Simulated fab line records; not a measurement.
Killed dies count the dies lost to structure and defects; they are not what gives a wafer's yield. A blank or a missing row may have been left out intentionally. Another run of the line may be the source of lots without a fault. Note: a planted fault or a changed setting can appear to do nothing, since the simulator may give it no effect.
Which tool was responsible?	flow nand harc	12 lots, 36 wafers sampled, at 6 steps of a route of 1302

== WHAT THE GAUGES READ, wafer by wafer ==
NHARC_A_M0_OVL_MEAS_10: pitch 160 nm.
lot	measured	on	overlay x nm (nm)	overlay y nm (nm)
L255	day 22 14:39	overlay-02	1.1 1.4 0.9	-0.1 0.3 0.0
L258	day 23 23:46	overlay-01	1.2 0.9 0.7	-1.4 -1.7 -1.9
L259	day 24 00:20	overlay-02	1.5 1.1 1.4	0.5 0.0 0.4
L256	day 24 05:05	overlay-01	-0.4 -0.7 -0.5	-1.0 -0.5 -0.8
L260	day 24 21:14	overlay-01	-0.5 -0.4 -0.9	-0.9 -0.7 -1.1
L262	day 26 03:56	overlay-02	-0.8 -0.2 -0.7	0.6 1.2 0.8
L264	day 27 18:16	overlay-02	0.2 0.2 0.0	-0.1 -0.7 -0.2
L266	day 27 20:45	overlay-02	-0.8 -0.7 -0.4	1.3 1.2 1.1
L267	day 28 01:47	overlay-01	0.3 -0.1 -0.1	-1.7 -1.2 -1.3
L271	day 29 23:26	overlay-02	-0.7 -1.1 -1.2	-0.9 -0.8 -0.5
L270	day 30 03:59	overlay-01	0.5 0.6 0.4	0.5 0.6 0.6
L273	day 30 22:22	overlay-01	0.4 0.8 0.6	-0.9 -1.2 -1.4

NHARC_A_M1_CD_MEAS_09 targets a cd of 120 nm.
lot	measured	on	cd nm (nm)
L255	day 22 18:40	cd sem-01	119.8 120.1 121.1
L258	day 24 04:35	cd sem-01	120.0 120.2 120.0
L259	day 24 04:44	cd sem-03	120.2 120.0 119.6
L256	day 24 09:02	cd sem-03	118.9 118.5 118.6
L260	day 25 01:47	cd sem-03	118.7 119.1 119.4
L262	day 26 07:52	cd sem-01	119.8 120.2 119.8
L264	day 27 22:17	cd sem-01	120.0 120.3 120.0
L266	day 28 01:02	cd sem-03	120.3 120.7 120.0
L267	day 28 05:40	cd sem-01	119.3 119.5 119.7
L271	day 30 03:27	cd sem-01	119.5 121.6 120.3
L270	day 30 07:56	cd sem-01	120.0 120.1 119.5
L273	day 31 02:25	cd sem-01	120.4 119.7 119.8

NHARC_END_SORT_01.
lot	measured	on	defect limited yield (%)	killed at array	killed at other	killed at periphery	killed dies	killed open	killed short	sort_bin_2_pct (%)	sort_bin_3_pct (%)	sort_bin_4_pct (%)	sort n pass	sort rim yield pct (%)	sort yield pct (%)
L256	day 26 02:10	prober-01	88.6 91.6 89.2	72 54 68	1 0 2	4 3 3	77 57 73	7 2 6	3 1 3	3.5 2.4 4.3	0.6 0.9 0.6	7.2 5.2 5.9	600 620 604	88 92 95	88.6 91.6 89.2
L264	day 29 11:55	prober-01	91.9 91.4 91.0	52 56 61	0 0 0	3 2 0	55 58 61	3 2 5	6 2 4	3.7 2.4 3.7	0.9 0.9 1.0	3.5 5.3 4.3	622 619 616	84 87 87	91.9 91.4 91.0
L271	day 31 19:02	prober-02	91.6 89.1 87.3	50 57 78	1 6 1	6 11 7	57 74 86	1 8 4	4 1 2	3.5 2.8 4.7	0.7 1.6 0.7	4.1 6.5 7.2	620 603 591	85 85 89	91.6 89.1 87.3
L270	day 31 19:02	prober-01	88.2 90.5 86.9	73 58 89	1 1 0	6 5 0	80 64 89	5 7 5	4 0 6	4.6 2.8 4.9	1.5 0.6 0.7	5.8 6.1 7.5	597 613 588	95 85 88	88.2 90.5 86.9

== EACH LOT AND THE TOOL THAT RAN IT (in order: tool; ch and the chambers of the sampled wafers; start) ==
lot	NHARC_A_M0_PVD_20	NHARC_A_M0_PRE_CLEAN_31	NHARC_A_M1_PEB_07
L255	pvd sputter-03, day 22 17:21 or earlier	pecvd-03 ch 0,2, day 22 17:21	litho track-04 ch 0, day 22 18:35
L258	pvd sputter-03, day 24 02:57 or earlier	pecvd-01 ch 0,2, day 24 02:57	litho track-06 ch 0, day 24 04:30
L259	pvd sputter-02, day 24 03:00 or earlier	pecvd-04 ch 0,2, day 24 03:00	litho track-01 ch 0, day 24 04:39
L256	pvd sputter-01, day 24 07:46 or earlier	pecvd-04 ch 0,2, day 24 07:46	litho track-04 ch 0, day 24 08:58
L260	pvd sputter-03, day 25 00:29 or earlier	pecvd-03 ch 0,1, day 25 00:29	litho track-01 ch 0, day 25 01:42
L262	pvd sputter-03, day 26 06:34 or earlier	pecvd-03 ch 0,1, day 26 06:34	litho track-01 ch 0, day 26 07:47
L264	pvd sputter-03, day 27 20:59 or earlier	pecvd-04 ch 0,1,2, day 27 20:59	litho track-04 ch 0, day 27 22:13
L266	pvd sputter-03, day 27 23:43 or earlier	pecvd-01 ch 0,1, day 27 23:43	litho track-04 ch 0, day 28 00:58
L267	pvd sputter-03, day 28 04:28 or earlier	pecvd-03 ch 0,1,2, day 28 04:28	litho track-06 ch 0, day 28 05:35
L271	pvd sputter-02, day 30 02:07 or earlier	pecvd-01 ch 0,2, day 30 02:07	litho track-04 ch 0, day 30 03:22
L270	pvd sputter-02, day 30 06:37 or earlier	pecvd-04 ch 1,2, day 30 06:37	litho track-01 ch 0, day 30 07:51
L273	pvd sputter-02, day 31 01:05 or earlier	pecvd-04 ch 0,1, day 31 01:05	litho track-06 ch 0, day 31 02:20
- NHARC_A_M0_PVD_20: deposits TaN, target thk 5 nm, time 8.06 s.
- NHARC_A_M0_PRE_CLEAN_31: time 12 s.
- NHARC_A_M1_PEB_07: peb time 65 s.

== WHAT THE TOOLS THEMSELVES READ (means of the sampled wafers that have a number; where no wafer has one, the mark that the record gives instead) ==
NHARC_A_M0_PVD_20.
lot	tool	throttle valve pct (%)
L255	pvd sputter-03	29.8
L258	pvd sputter-03	29.4
L259	pvd sputter-02	29.8
L256	pvd sputter-01	29.3
L260	pvd sputter-03	30.6
L262	pvd sputter-03	29.5
L264	pvd sputter-03	29.4
L266	pvd sputter-03	29.3
L267	pvd sputter-03	30.7
L271	pvd sputter-02	30.9
L270	pvd sputter-02	30.9
L273	pvd sputter-02	30.6

NHARC_A_M0_PRE_CLEAN_31.
lot	tool	heater power w (W)
L255	pecvd-03	585
L258	pecvd-01	627
L259	pecvd-04	792
L256	pecvd-04	723
L260	pecvd-03	660
L262	pecvd-03	685
L264	pecvd-04	737
L266	pecvd-01	673
L267	pecvd-03	656
L271	pecvd-01	605
L270	pecvd-04	646
L273	pecvd-04	775

== THE ANSWER, worked out from the rows above alone ==
Rule: usual is defined by the lots themselves. Put in order of their means at a reading, lots are off if they are a third of the lots or fewer, leave a main group of 4 or more, and stand apart from it by a gap of 3 or more times the standard deviation of the main group's means; of several such gaps the widest counts. A main group whose means are all the same, to the digits that the tables above print for the reading, isn't used. A lot without any number at a reading at which 4 lots or more have one is off too. The other lots that the step has rows for count as sound. First the gauges in route order, then the tools' own readings, where a lot's mean is used as printed above. The first step at which some lot is off is used, and at that step the reading that is off furthest; a lot without a number counts as furthest.
Nothing can be told from this: no lot is off at any reading shown.

== WHAT WAS PUT IN BY THE SIMULATOR ==
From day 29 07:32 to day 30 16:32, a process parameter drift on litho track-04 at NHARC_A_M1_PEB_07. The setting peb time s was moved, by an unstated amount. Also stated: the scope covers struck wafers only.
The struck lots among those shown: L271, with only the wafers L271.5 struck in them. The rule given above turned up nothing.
